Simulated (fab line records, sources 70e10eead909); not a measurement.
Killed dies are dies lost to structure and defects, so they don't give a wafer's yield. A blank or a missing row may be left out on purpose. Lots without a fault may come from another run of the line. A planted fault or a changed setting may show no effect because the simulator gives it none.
A struck lot beside a sound one | flow nand_harc | 15 steps out of a route of 1159
Sound: wafers L839.2, L839.3, L839.5. Struck: wafer L843.1. (L843.2, L843.6 of the same lot were not struck and are left out.) The cause comes at the end.
At each step with rows: each side's tool, then ch and its chambers, then its first start. Under that, the readings that differ: sound wafers | struck wafers | difference of the means | sigmas: that difference in standard deviations of wafers without a fault.
alike: readings whose means differ by less than 2 such deviations, and words and numbers that are the same on both sides. not compared: withheld readings, readings that some wafer has no value for, bounds like >300 that may hide the same value, and numbers for which the record gives no deviation and whose values overlap.
The two part at a step that has a row with sigmas, a row that says differs or no value, or rows on one side only. Numbers that don't overlap but have no deviation are shown without sigmas and don't part them. A reading that every wafer of one side lacks parts them only if that side has two wafers or more.

first, 8 steps without rows for these wafers: NHARC_A_CONTACT_COAT_61 (time 75 s); NHARC_A_CONTACT_COAT_62 (time 65 s); NHARC_A_CONTACT_COAT_63 (resist thk 90 nm); NHARC_A_CONTACT_SOFTBAKE_64 (time 55 s); NHARC_A_CONTACT_EBR_65; NHARC_A_CONTACT_EXPOSE_66 (exposes mask A CC 2); NHARC_A_CONTACT_PEB_67 (peb time 65 s); NHARC_A_CONTACT_DEVELOP_68 (develop time 35 s).
NHARC_A_CONTACT_CD_MEAS_69: target cd 200 nm.
  sound on cd_sem-03 ch 0, day 16 23:41; struck on cd_sem-01 ch 0, day 18 00:17
  alike: cd_nm
NHARC_A_CONTACT_OVL_MEAS_70:
  sound on overlay-01, day 16 23:47; struck on overlay-01, day 18 00:23
  alike: overlay_x_nm, overlay_y_nm
NHARC_A_CONTACT_INSPECT_71:
  sound on defect_inspect-02, day 16 23:49; struck on defect_inspect-02, day 18 00:25
  alike: raw_defect_count
NHARC_A_CONTACT_DESCUM_74: chemistry O2, time 3 s.
  sound on rie_diel-01 ch 2,3, day 16 23:55; struck on rie_diel-01 ch 1, day 18 00:28
  alike: chamber_pressure_mTorr, drypump_motor_current_A, oes_product_au, rf_vpp_V, showerhead_plenum_p_Torr, throttle_valve_pct
  not compared: rf_hours_counter_h
NHARC_A_CONTACT_ETCH_75: etches the open film in CF4, target depth 39 nm, time 65 s.
  sound on rie_diel-01 ch 1,2,3, day 17 00:00; struck on rie_diel-01 ch 0, day 18 00:35
  reading                | sound                | struck | difference | sigmas
  oes_product_au (a.u.)  | 0.981 1.003 1.004    | 0.808  | -0.188     | -24
  throttle_valve_pct (%) | 13.291 13.296 13.279 | 13.270 | -0.019     | -2
  alike: bias_w, chamber_pressure_mTorr, drypump_motor_current_A, rf_vpp_V, showerhead_plenum_p_Torr
  not compared: rf_hours_counter_h
NHARC_A_CONTACT_ETCH_76: etches the open film in N2/H2, target depth 260 nm, time 475.3 s.
  sound on rie_diel-01 ch 1,2,3; struck on rie_diel-01 ch 1
  reading               | sound             | struck | difference | sigmas
  bias_w (W)            | 150.0 150.3 149.7 | 149.2  | -0.8       | -2
  oes_product_au (a.u.) | 0.991 0.986 0.998 | 1.012  | +0.020     | +3
  alike: chamber_pressure_mTorr, drypump_motor_current_A, rf_vpp_V, showerhead_plenum_p_Torr, throttle_valve_pct
  not compared: rf_hours_counter_h
-- the record jumps here: 3 days lie between the struck wafers' starts before and after (it left off in module A_CONTACT and takes up again in module END, whose first step shown is number 1159 of the route) --
NHARC_END_SORT_01:
  the record has rows for the struck wafers here (prober-01 ch 0, day 20 21:46) and none for the sound ones

WHERE THEY PART
First at NHARC_A_CONTACT_ETCH_75; last, within this record, at NHARC_END_SORT_01.

WHY: what the simulator had put in
Process parameter drift: rie_diel-01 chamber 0, from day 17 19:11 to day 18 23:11, at NHARC_A_CONTACT_ETCH_75. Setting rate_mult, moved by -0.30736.
